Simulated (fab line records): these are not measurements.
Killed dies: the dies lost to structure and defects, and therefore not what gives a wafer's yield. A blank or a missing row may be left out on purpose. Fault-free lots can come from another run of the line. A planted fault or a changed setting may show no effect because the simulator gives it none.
Lot-split experiment    flow n5Finfet    15 wafers read from 7 lots, route of 1938 steps

== ON THE SPLIT ==
At N5_BEOL_M3_SPUTTER_86 (material Cu, target thk 4.5 nm, time 8.29 s), the setting timeS was moved away from the recipe's 8.29 s on 2 of the 15 wafers read, by -13.6% to -7.0%. All remaining wafers had this setting at the recipe value.

The reading is taken at the split's own step.

== THE READING ==
Cu_of_BEOL_M3_SPUTTER_86.thkNm (the simulator's own value, which no gauge read), in nm, at N5_BEOL_M3_SPUTTER_86 (material Cu, target thk 4.5 nm, time 8.29 s). The file gives no usual value for it. Average 4.4 nm, standard deviation 0.095 nm, over the 13 wafers here run with the recipe.

wafer   tool, chamber at the split  timeS as run, s  against the recipe  Cu_of_BEOL_M3_SPUTTER_86.thkNm, nm  against lot-mates on the recipe
L080.2  pvdSputter-01, -            8.29             recipe              4.4                                 -
L080.3  pvdSputter-01, -            8.29             recipe              4.4                                 -
L080.4  pvdSputter-01, -            8.29             recipe              4.4                                 -
L085.3  pvdSputter-02, -            8.29             recipe              4.4                                 -
L085.5  pvdSputter-02, -            7.162            -13.6%              3.8                                 -0.6
L088.3  pvdSputter-02, -            8.29             recipe              4.4                                 -
L089.4  pvdSputter-03, -            8.29             recipe              4.6                                 -
L089.6  pvdSputter-03, -            7.71             -7.0%               4.2                                 -0.4
L090.1  pvdSputter-03, -            8.29             recipe              4.4                                 -
L091.2  pvdSputter-03, -            8.29             recipe              4.2                                 -
L091.6  pvdSputter-03, -            8.29             recipe              4.2                                 -
L091.5  pvdSputter-03, -            8.29             recipe              4.4                                 -
L095.1  pvdSputter-01, -            8.29             recipe              4.4                                 -
L095.2  pvdSputter-01, -            8.29             recipe              4.4                                 -
L095.4  pvdSputter-01, -            8.29             recipe              4.4                                 -

THE FIT
A straight line over all 15 wafers: Cu_of_BEOL_M3_SPUTTER_86.thkNm changes by +0.0398 nm for each +1% of timeS; r = +0.85; the points scatter about the line by 0.099 nm.
The same after taking each lot's own level away (the mean of its wafers on the recipe; 15 wafers): +0.0466 nm for each +1%; r = +0.96; scatter 0.051 nm.
On that fit, the largest move of timeS shifts the reading by 0.63 nm.
From 4.27 to 4.60 nm: that is the span of the lots' own levels, equal to 3.5 times the standard deviation above.
Hence the slope depends on the lot-to-lot level, as the two fits are not the same.
Check: -0.778 nm against its lot-mates is what the line predicts for one of the wafers moved furthest among these (-13.6%) when that wafer is left out of the fit. Against them it came out at -0.6 nm.

== THESE WAFERS: OTHER SPLITS ==
Note: prior to the reading, these wafers also went through further splits. Each is held against what the fit with the lots' levels taken away leaves over:
other split on the same wafers          wafers away from the commonest value  r with Cu_of_BEOL_M3_SPUTTER_86.thkNm (lot level and that fit taken away)
N5_MOL_CONTACT_COAG_ETCHBACK_135 timeS  7                                     +0.12
N5_MOL_CONTACT_COAG_VIA_ETCH_46 biasW   5                                     +0.14
N5_BEOL_M0_SAQP_EXPOSE_11 doseMj        5                                     +0.02
N5_BEOL_M0_SAQP_ETCH_84 timeS           3                                     -0.03
N5_BEOL_M0_SAQP_ETCH_107 biasW          5                                     -0.09
N5_BEOL_M1_HM_DEP_02 targetThkA         1                                     +0.41
N5_BEOL_M1_COAT_61 spinRpm              5                                     -0.20
N5_BEOL_M1_EXPOSE_25 doseMj             4                                     -0.15
N5_BEOL_M2_PECVD_72 timeS               6                                     -0.16

== THE FILE'S OWN FIT ==
Cu_of_BEOL_M3_SPUTTER_86.thkNm changes by +0.0468 nm for each +1% of timeS, r = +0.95.
